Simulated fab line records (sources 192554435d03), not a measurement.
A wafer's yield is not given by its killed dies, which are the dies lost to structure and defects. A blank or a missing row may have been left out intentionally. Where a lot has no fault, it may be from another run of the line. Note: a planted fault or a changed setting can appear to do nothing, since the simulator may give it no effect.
Which tool did it? | flow n5-finfet | 11 lots, 31 wafers sampled, at 6 steps of a route of 1938

## WHAT THE GAUGES READ, wafer by wafer
N5_BEOL_M4_INSPECT_59: inspects for defects (darkfield). Usual: raw-defect-count reads 67 (standard deviation 22).
lot  | measured     | on                | raw-defect-count | flag
L190 | day 8 16:05  | defect-inspect-02 | 75 79 53         |
L192 | day 8 23:46  | defect-inspect-02 | 59 48 38         |
L195 | day 9 15:28  | defect-inspect-01 | 69 43 85         |
L196 | day 9 23:25  | defect-inspect-02 | 76 60 99         |
L197 | day 10 09:18 | defect-inspect-01 | 67 91 43         |
L199 | day 10 14:44 | defect-inspect-01 | 53 69 52         |
L198 | day 10 17:29 | defect-inspect-02 | 85 60 108        |
L204 | day 12 02:12 | defect-inspect-01 | 94 77            |
L206 | day 12 05:35 | defect-inspect-02 | 58 46 98         |
L207 | day 12 10:32 | defect-inspect-02 | 85 61            |
L212 | day 14 04:14 | defect-inspect-02 | 47 52 53         |

N5_BEOL_M4_RC_MEAS_101. Usual: DIBL_N 35.8 mV/V, standard deviation 1.4; DIBL_P 35.8 mV/V, standard deviation 1.6; IOFF_N 0.152 nA/um, standard deviation 0.021; IOFF_P 0.204 nA/um, standard deviation 0.027; ION_N 672 uA/um, standard deviation 8.7; ION_P 461 uA/um, standard deviation 6.2; SS_N 71.5 mV/dec, standard deviation 0.54; SS_P 73.1 mV/dec, standard deviation 0.57; VT_N 250.0 mV, standard deviation 2.5; VT_P -250.6 mV, standard deviation 2.7.
lot  | measured     | on        | DIBL_N (mV/V)  | DIBL_P (mV/V)  | IOFF_N (nA/um)    | IOFF_P (nA/um)    | ION_N (uA/um) | ION_P (uA/um) | SS_N (mV/dec)  | SS_P (mV/dec)  | VT_N (mV)         | VT_P (mV)            | flag
L190 | day 8 16:16  | prober-01 | 35.2 33.2 34.6 | 35.6 33.7 34.7 | 0.168 0.141 0.152 | 0.230 0.197 0.206 | 678 680 673   | 466 463 463   | 71.2 70.2 71.4 | 72.4 72.3 73.0 | 247.5 251.0 249.4 | -248.2 -248.5 -247.2 |
L192 | day 8 23:56  | prober-02 | 34.7 35.5 35.3 | 34.2 35.7 34.9 | 0.138 0.151 0.144 | 0.192 0.212 0.207 | 671 678 673   | 461 464 460   | 71.9 71.5 71.2 | 73.5 73.1 73.0 | 247.8 248.7 247.1 | -249.0 -249.7 -249.5 |
L195 | day 9 15:29  | prober-01 | 36.1 35.1 35.7 | 38.4 36.2 37.7 | 0.167 0.140 0.160 | 0.224 0.187 0.219 | 683 663 672   | 465 452 467   | 71.4 71.5 71.5 | 73.3 72.1 72.7 | 250.7 252.5 250.2 | -252.5 -252.6 -250.2 |
L196 | day 9 23:45  | prober-02 | 36.8 34.2 36.4 | 37.3 34.0 37.8 | 0.168 0.117 0.171 | 0.235 0.185 0.241 | 688 671 680   | 473 464 470   | 71.8 70.6 72.0 | 74.4 73.1 73.7 | 249.5 252.3 249.9 | -250.4 -251.4 -248.4 |
L197 | day 10 09:29 | prober-02 | 36.6 36.0 33.9 | 37.1 37.2 34.4 | 0.160 0.155 0.123 | 0.233 0.227 0.188 | 679 671 679   | 465 467 468   | 71.1 71.5 71.0 | 72.5 73.1 72.1 | 248.2 247.8 251.9 | -248.4 -247.3 -248.1 |
L199 | day 10 14:46 | prober-02 | 37.4 35.9 35.4 | 36.9 35.8 34.2 | 0.174 0.151 0.139 | 0.204 0.184 0.163 | 678 673 669   | 457 455 452   | 71.3 71.7 71.7 | 72.9 72.6 72.9 | 247.5 249.7 251.3 | -251.8 -251.9 -254.3 |
L198 | day 10 17:40 | prober-02 | 37.8 36.7 36.5 | 39.7 38.3 38.4 | 0.184 0.150 0.155 | 0.225 0.195 0.202 | 672 670 665   | 456 455 455   | 71.7 72.2 72.2 | 73.4 73.2 73.6 | 248.0 251.5 248.2 | -251.6 -253.9 -252.6 |
L204 | day 12 02:14 | prober-02 | 35.6 36.9      | 37.0 38.5      | 0.156 0.163       | 0.209 0.233       | 677 663       | 466 461       | 71.7 71.9      | 73.7 73.4      | 249.2 249.7       | -250.5 -249.8        |
L206 | day 12 05:37 | prober-02 | 34.4 34.2 34.6 | 35.1 34.7 34.9 | 0.130 0.122 0.126 | 0.181 0.163 0.170 | 669 657 659   | 459 454 455   | 71.3 70.9 71.3 | 72.5 72.5 72.5 | 252.1 253.9 254.7 | -254.1 -255.6 -256.3 |
L207 | day 12 10:52 | prober-02 | 36.6 37.3      | 34.8 35.2      | 0.138 0.147       | 0.205 0.211       | 664 664       | 463 460       | 70.9 71.5      | 73.0 73.4      | 248.9 252.0       | -248.7 -250.0        |
L212 | day 14 04:25 | prober-02 | 36.5 36.4 36.7 | 34.4 34.3 34.6 | 0.165 0.173 0.174 | 0.203 0.205 0.209 | 681 680 670   | 463 457 466   | 71.1 71.3 71.8 | 74.1 72.7 73.6 | 247.6 247.0 247.0 | -251.2 -249.2 -248.4 |

## WHAT TOOL EACH LOT RAN ON (gives the tool, then ch and the chambers of the sampled wafers, and finally the start)
lot  | N5_BEOL_M4_SPUTTER_79        | N5_BEOL_M4_ANNEAL_80         | N5_BEOL_M4_ECD_50              | N5_BEOL_M4_CMP_52
L190 | pvd-sputter-01, day 8 13:20  | pvd-sputter-01, day 8 13:25  | ecd-cu-01 ch 0,1, day 8 14:59  | cmp-01 ch 0,3, day 8 15:32
L192 | pvd-sputter-02, day 8 21:02  | pvd-sputter-02, day 8 21:07  | ecd-cu-02 ch 0,1, day 8 22:42  | cmp-04 ch 0,2, day 8 23:05
L195 | pvd-sputter-01, day 9 12:51  | pvd-sputter-01, day 9 12:56  | ecd-cu-02 ch 0,1, day 9 14:30  | cmp-01 ch 0,1, day 9 14:53
L196 | pvd-sputter-01, day 9 20:45  | pvd-sputter-01, day 9 20:50  | ecd-cu-02 ch 0,1, day 9 22:25  | cmp-02 ch 1,2,3, day 9 22:55
L197 | pvd-sputter-03, day 10 06:39 | pvd-sputter-03, day 10 06:44 | ecd-cu-02 ch 0,1, day 10 08:19 | cmp-04 ch 1,2, day 10 08:46
L199 | pvd-sputter-02, day 10 12:06 | pvd-sputter-02, day 10 12:11 | ecd-cu-02 ch 0,1, day 10 13:46 | cmp-01 ch 0,1,2, day 10 14:08
L198 | pvd-sputter-02, day 10 14:52 | pvd-sputter-02, day 10 14:56 | ecd-cu-02 ch 0,1, day 10 16:31 | cmp-02 ch 1,2, day 10 16:56
L204 | pvd-sputter-02, day 11 23:35 | pvd-sputter-02, day 11 23:40 | ecd-cu-02 ch 1, day 12 01:14   | cmp-01 ch 1,2, day 12 01:37
L206 | pvd-sputter-02, day 12 02:52 | pvd-sputter-02, day 12 02:56 | ecd-cu-02 ch 0,1, day 12 04:31 | cmp-01 ch 0,1,3, day 12 04:54
L207 | pvd-sputter-01, day 12 05:28 | pvd-sputter-01, day 12 05:33 | ecd-cu-02 ch 0,1, day 12 09:36 | cmp-04 ch 1,2, day 12 09:58
L212 | pvd-sputter-01, day 14 01:36 | pvd-sputter-01, day 14 01:41 | ecd-cu-01 ch 1, day 14 03:16   | cmp-02 ch 0,1,2, day 14 03:41
- N5_BEOL_M4_SPUTTER_79: material Cu, target thk 4.5 nm, time 8.29 s.
- N5_BEOL_M4_ANNEAL_80: time 240 s.
- N5_BEOL_M4_ECD_50: material Cu, target thk 300 nm.
- N5_BEOL_M4_CMP_52: polishes, stops on SiOC, t overpolish 6.8 s, target thk 40 nm.

## WHAT THE TOOLS THEMSELVES READ (means of the sampled wafers that have a number; where no wafer has one, the mark that the record gives instead)
N5_BEOL_M4_SPUTTER_79. Usual: throttle-valve-pct reads 30.3 % (standard deviation 1.1).
lot  | tool           | throttle-valve-pct (%) | flag
L190 | pvd-sputter-01 | 30.3                   |
L192 | pvd-sputter-02 | 31.0                   |
L195 | pvd-sputter-01 | 29.6                   |
L196 | pvd-sputter-01 | 30.3                   |
L197 | pvd-sputter-03 | 30.8                   |
L199 | pvd-sputter-02 | 30.1                   |
L198 | pvd-sputter-02 | 30.1                   |
L204 | pvd-sputter-02 | 30.1                   |
L206 | pvd-sputter-02 | 31.2                   |
L207 | pvd-sputter-01 | 30.8                   |
L212 | pvd-sputter-01 | 29.7                   |

N5_BEOL_M4_ANNEAL_80. Usual: heater-power-w reads 832 W (standard deviation 77).
lot  | tool           | heater-power-w (W) | flag
L190 | pvd-sputter-01 | 764                |
L192 | pvd-sputter-02 | 851                |
L195 | pvd-sputter-01 | 793                |
L196 | pvd-sputter-01 | 792                |
L197 | pvd-sputter-03 | 891                |
L199 | pvd-sputter-02 | 832                |
L198 | pvd-sputter-02 | 891                |
L204 | pvd-sputter-02 | 864                |
L206 | pvd-sputter-02 | 888                |
L207 | pvd-sputter-01 | 706                |
L212 | pvd-sputter-01 | 798                |

N5_BEOL_M4_CMP_52. Usual: motor-current-A 5.9 A, standard deviation 0.78; time-to-endpoint-s 63.4 s, standard deviation 2.7.
lot  | tool   | motor-current-A (A) | time-to-endpoint-s (s) | flag
L190 | cmp-01 | 5.6                 | 66.2                   |
L192 | cmp-04 | 5.0                 | 62.6                   |
L195 | cmp-01 | 5.9                 | 63.6                   |
L196 | cmp-02 | 6.7                 | 61.8                   |
L197 | cmp-04 | 5.7                 | 60.8                   |
L199 | cmp-01 | 5.6                 | 65.4                   |
L198 | cmp-02 | 7.0                 | 63.7                   |
L204 | cmp-01 | 5.5                 | 72.6                   | OFF
L206 | cmp-01 | 5.6                 | 77.4                   | OFF
L207 | cmp-04 | 6.0                 | 76.2                   | OFF
L212 | cmp-02 | 6.5                 | 64.1                   |

## THE ANSWER, worked out from the rows above alone
Rule: a lot is off if the mean of its wafers that have a number lies more than 3 standard deviations from the usual mean. A lot without any number at a reading at which 4 lots or more have one is off too. Any other lot the step has rows for is counted as sound. After the gauges, taken in route order, come the tools' own readings; for these a lot's mean is taken, as printed above. The first step at which some lot is off is used, and at that step the reading that is off furthest; a lot without a number counts as furthest.
Off: L204, L206, L207, at N5_BEOL_M4_CMP_52 (time-to-endpoint-s).
A tool fits if, at that step or a process step before it, it ran every lot that is off, and no sound lot after the first of them. One fits: ecd-cu-02 at N5_BEOL_M4_ECD_50. A fault onset in the window from L198 (day 10 16:31, its last sound lot) to L204 (day 12 01:14, its first lot off) fits.

## WHAT HAD BEEN PUT IN BY THE SIMULATOR
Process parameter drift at N5_BEOL_M4_ECD_50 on ecd-cu-02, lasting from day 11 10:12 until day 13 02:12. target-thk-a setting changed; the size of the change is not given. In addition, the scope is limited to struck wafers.
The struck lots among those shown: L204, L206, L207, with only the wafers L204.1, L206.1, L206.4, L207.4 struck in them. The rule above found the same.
